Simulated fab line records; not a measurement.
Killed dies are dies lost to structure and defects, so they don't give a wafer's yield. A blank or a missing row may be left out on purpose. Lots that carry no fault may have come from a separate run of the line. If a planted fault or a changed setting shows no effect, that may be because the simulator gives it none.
3 desks looking at one fault    flow nand_harc    numbers are kept per desk, each desk with only its own; the story behind them comes last

AT THE METROLOGY DESK
What the gauges read, lot by lot, whatever tool the lot ran on: means of the sampled wafers that have a number. If a lot's mean is further than 4 standard deviations from the usual mean, the lot is out of limits and carries the mark OUT (the distance appears in the brackets).
Columns: A = cd_nm at NHARC_A_CHANNEL_HOLE_D2_CD_MEAS_10, usual 100.2 nm
lot   first seen here  A
L981  day 12 23:16     99.8
L982  day 13 20:44     100.9
L983  day 13 22:46     99.5
L990  day 17 09:35     100.6
L993  day 17 20:32     100.4
L100  day 20 20:49     100.3
L999  day 20 20:58     100.1
L102  day 21 12:23     100.0
L101  day 22 11:35     99.9
L103  day 22 23:35     99.9
L104  day 22 23:46     100.5
This desk's finding: nothing out of limits on any of the 11 lots.

THE DEFECT DESK
Lot by lot, what the route's inspections counted, given as the mean of those sampled wafers with a number. If a lot's mean is further than 4 standard deviations from the usual mean, the lot is out of limits and carries the mark OUT (the distance appears in the brackets).
Columns: A = raw_defect_count at NHARC_A_CHANNEL_HOLE_D2_INSPECT_40, usual 298
lot   first seen here  A
L981  day 13 06:39     287
L982  day 14 03:49     289
L983  day 14 07:59     315
L990  day 17 20:16     1047 (+9.7) OUT
L993  day 18 05:32     1099 (+10) OUT
L100  day 21 05:55     278
L999  day 21 06:13     351
L102  day 21 19:28     263
L101  day 22 18:39     257
L104  day 23 09:56     300
L103  day 23 10:49     293
This desk's verdict: out of limits on L990, L993, starting with L990 at day 17 20:16 (raw_defect_count at NHARC_A_CHANNEL_HOLE_D2_INSPECT_40). L981, L982, L983, L100, L999, L102, L101, L104, L103: within limits.

THE TOOL OWNER'S DESK: rie_diel-13
The tool's own readings at NHARC_A_CHANNEL_HOLE_D2_ETCH_39 (etches the open film in N2/H2, target depth 260 nm, time 325 s): means of the sampled wafers that have a number, for each lot that ran on this tool. If a lot's mean is further than 4 standard deviations from the usual mean, the lot is out of limits and carries the mark OUT (the distance appears in the brackets).
Columns: A = drypump_motor_current_A at NHARC_A_CHANNEL_HOLE_D2_ETCH_39, usual 5.9 A; B = oes_product_au at NHARC_A_CHANNEL_HOLE_D2_ETCH_39, usual 1.000 a.u.; C = rf_vpp_V at NHARC_A_CHANNEL_HOLE_D2_ETCH_39, usual 431.3 V; D = showerhead_plenum_p_Torr at NHARC_A_CHANNEL_HOLE_D2_ETCH_39, usual 2.07 Torr; E = throttle_valve_pct at NHARC_A_CHANNEL_HOLE_D2_ETCH_39, usual 14.170 %
lot   first seen here  A    B      C      D     E
L981  day 12 23:42     5.9  1.002  430.4  2.03  14.171
L990  day 17 09:59     5.9  0.990  432.0  2.09  14.168
L993  day 17 20:55     5.9  1.003  429.1  1.99  14.167
L100  day 20 21:11     5.7  1.006  430.8  2.08  14.175
L102  day 21 12:45     5.6  1.002  430.1  2.02  14.166
L101  day 22 11:59     6.2  1.001  432.4  2.10  14.172
This desk's finding: nothing out of limits on any of the 6 lots.

BROUGHT TOGETHER
The defect desk could have raised an alarm at day 17 20:16, on L990, L993.
At the metrology desk, nothing out of limits was observed.
The tool owner's desk saw nothing out of limits.
The metrology desk has L990, L993 on record, within its limits.
The tool owner's desk has L990, L993 on record, within its limits.
NHARC_A_CHANNEL_HOLE_D2_ETCH_39 was run on rie_diel-13 by each of the lots named.

WHAT HAD BEEN PUT IN BY THE SIMULATOR
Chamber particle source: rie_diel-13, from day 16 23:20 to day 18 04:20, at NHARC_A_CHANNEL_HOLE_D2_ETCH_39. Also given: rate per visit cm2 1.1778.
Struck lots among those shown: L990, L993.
Hours from the fault's start to each desk's first reading out of limits: the defect desk, 21.
